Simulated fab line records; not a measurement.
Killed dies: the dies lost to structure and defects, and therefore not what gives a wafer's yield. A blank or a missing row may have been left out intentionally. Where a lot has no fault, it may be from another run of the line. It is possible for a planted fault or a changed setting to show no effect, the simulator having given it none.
Chamber matching ; flow nand-harc ; NHARC_A_M0_CMP_23 on cmp-04 has 4 sister chambers
The step polishes, t overpolish 20 s, target thk 113.75 nm. 8 wafers are shown with their chamber, then 8 later ones without.

## WAFERS, EACH WITH ITS CHAMBER
wafer;chamber;motor-current-A (A);time-to-endpoint-s (s)
L083.2;2;13.4;28.1
L083.4;3;11.2;26.0
L086.5;3;10.8;29.5
L086.6;0;11.2;32.3
L090.1;1;11.3;30.0
L090.2;2;12.7;29.3
L090.6;0;11.2;32.2
L092.2;1;11.7;30.2

## WAFERS WITHOUT THEIR CHAMBER
wafer;motor-current-A (A);time-to-endpoint-s (s)
L092.3;11.2;31.7
L092.4;10.7;34.1
L095.1;11.9;27.2
L095.3;11.2;29.6
L095.6;10.8;30.7
L096.1;11.0;31.5
L096.2;11.9;32.7
L096.3;12.2;29.1

## CHAMBER TAKEN BY EACH
wafer;from the rows above;in truth
L092.3;can't be placed: 0 or 1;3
L092.4;can't be placed: 0 or 1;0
L095.1;can't be placed: 1 or 3 or 2 or 0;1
L095.3;can't be placed: 1 or 3 or 0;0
L095.6;can't be placed: 0 or 1 or 3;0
L096.1;can't be placed: 0 or 1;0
L096.2;can't be placed: 0 or 1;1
L096.3;can't be placed: 1 or 2 or 3 or 0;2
Correct placement for 0 of the 8. These rows do not allow placing 8 (true chamber among the candidates in 7). 0 placed wrongly.
How it was worked out, from the rows above alone: a wafer's distance from a chamber is the root of the sum, over the readings, of the square of ((its reading less the chamber's mean) divided by the reading's scatter). If the next closest chamber is less than 2 further off than the closest, the wafer can't be placed; otherwise it belongs to the closest. A chamber's mean is the mean of its shown wafers. The scatter: the root of (the sum of the squares of (reading less its chamber's mean) over the shown wafers, divided by (wafers less chambers)).
